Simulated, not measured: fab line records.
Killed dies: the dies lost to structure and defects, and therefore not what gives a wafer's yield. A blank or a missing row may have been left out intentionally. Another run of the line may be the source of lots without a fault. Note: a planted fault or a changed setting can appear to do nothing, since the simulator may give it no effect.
One fault through the eyes of 3 desks :: flow n5 finfet :: numbers are kept per desk, each desk with only its own; the story behind them comes last

== THE METROLOGY DESK ==
Means of the sampled wafers that have a number, per lot and without regard to the tool the lot ran on: this is what the gauges read. If a lot's mean is further than 4 standard deviations from the usual mean, the lot is out of limits and carries the mark OUT (the distance appears in the brackets).
Columns: A = HK_THK at N5_HKMG_FIN_THK_MEAS_70, usual 1.613 nm
lot: L702
first seen here: day 4 05:41
A: 1.630

lot: L703
first seen here: day 4 09:28
A: 1.606

lot: L704
first seen here: day 4 14:00
A: 1.624

lot: L705
first seen here: day 4 19:29
A: 1.599

lot: L706
first seen here: day 5 07:59
A: 1.634

lot: L707
first seen here: day 5 13:39
A: 1.599

lot: L708
first seen here: day 5 17:19
A: 1.626

lot: L711
first seen here: day 6 06:01
A: 1.632

lot: L713
first seen here: day 6 20:45
A: 1.612

lot: L714
first seen here: day 7 08:56
A: 1.608

lot: L715
first seen here: day 7 12:32
A: 2.938 (+70) OUT

lot: L716
first seen here: day 7 17:17
A: 2.063 (+24) OUT

lot: L717
first seen here: day 8 00:48
A: 2.042 (+23) OUT

lot: L724
first seen here: day 9 15:14
A: 1.599
Per this desk, out of limits: L715, L716, L717; the first was L715, day 7 12:32 (HK_THK at N5_HKMG_FIN_THK_MEAS_70). L702, L703, L704, L705, L706, L707, L708, L711, L713, L714, L724: within limits.

== AT THE TOOL OWNER'S DESK: ald hk-01 ==
The tool's own readings at N5_HKMG_FIN_HK_ALD_01 (deposits HfO2, target thk 1.6 nm, pulse time 3 s, purge time 3 s): means of the sampled wafers that have a number, for each lot that ran on this tool. If a lot's mean is further than 4 standard deviations from the usual mean, the lot is out of limits and carries the mark OUT (the distance appears in the brackets).
Columns: A = precursor pulse height rel at N5_HKMG_FIN_HK_ALD_01, usual 0.999
lot: L705
first seen here: day 4 16:02
A: 1.011

lot: L706
first seen here: day 5 04:22
A: 0.997

lot: L707
first seen here: day 5 10:19
A: 0.999

lot: L713
first seen here: day 6 17:21
A: 1.018

lot: L714
first seen here: day 7 05:37
A: 0.995

lot: L715
first seen here: day 7 08:42
A: 0.972

lot: L716
first seen here: day 7 13:23
A: 0.996

lot: L717
first seen here: day 7 21:14
A: 0.980
This desk's verdict: no lot among the 8 shows anything out of limits.

== THE DEFECT DESK ==
Inspection counts along the route, by lot: the mean over sampled wafers that carry a number. If a lot's mean is further than 4 standard deviations from the usual mean, the lot is out of limits and carries the mark OUT (the distance appears in the brackets).
Columns: A = raw defect count at N5_SD_EPI_P_INSPECT_26, usual 176; B = raw defect count at N5_ILD0_INSPECT_06, usual 36
lot: L702
first seen here: day 3 12:40
A: 199
B: 50

lot: L703
first seen here: day 3 16:59
A: 167
B: 48

lot: L704
first seen here: day 3 21:56
A: 151
B: 47

lot: L705
first seen here: day 4 03:46
A: 174
B: 31

lot: L706
first seen here: day 4 16:02
A: 163
B: 32

lot: L707
first seen here: day 4 20:47
A: 195
B: 44

lot: L708
first seen here: day 5 00:29
A: 173
B: 40

lot: L711
first seen here: day 5 14:16
A: 147
B: 27

lot: L713
first seen here: day 6 03:50
A: 193
B: 44

lot: L714
first seen here: day 6 16:47
A: 156
B: 35

lot: L715
first seen here: day 6 20:11
A: 148
B: 26

lot: L716
first seen here: day 7 01:08
A: 195
B: 21

lot: L717
first seen here: day 7 08:51
A: 181
B: 44

lot: L724
first seen here: day 8 22:28
A: 155
B: 27
This desk's verdict: no lot among the 14 shows anything out of limits.

== ALL TOGETHER ==
The metrology desk could have raised an alarm at day 7 12:32, on L715, L716, L717.
The tool owner's desk saw nothing out of limits.
No out-of-limits result turned up at the defect desk.
The tool owner's desk has L715, L716, L717 on record, within its limits.
The defect desk has L715, L716, L717 on record, within its limits.
N5_HKMG_FIN_HK_ALD_01 was run on ald hk-01 by each of the lots named.

== WHAT THE SIMULATOR HAD PUT IN ==
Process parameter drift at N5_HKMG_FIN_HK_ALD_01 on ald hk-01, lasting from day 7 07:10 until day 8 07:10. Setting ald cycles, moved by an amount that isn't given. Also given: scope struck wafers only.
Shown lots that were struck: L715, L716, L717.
Per desk, hours elapsed from the start of the fault to the first reading out of limits: for the metrology desk, 5.
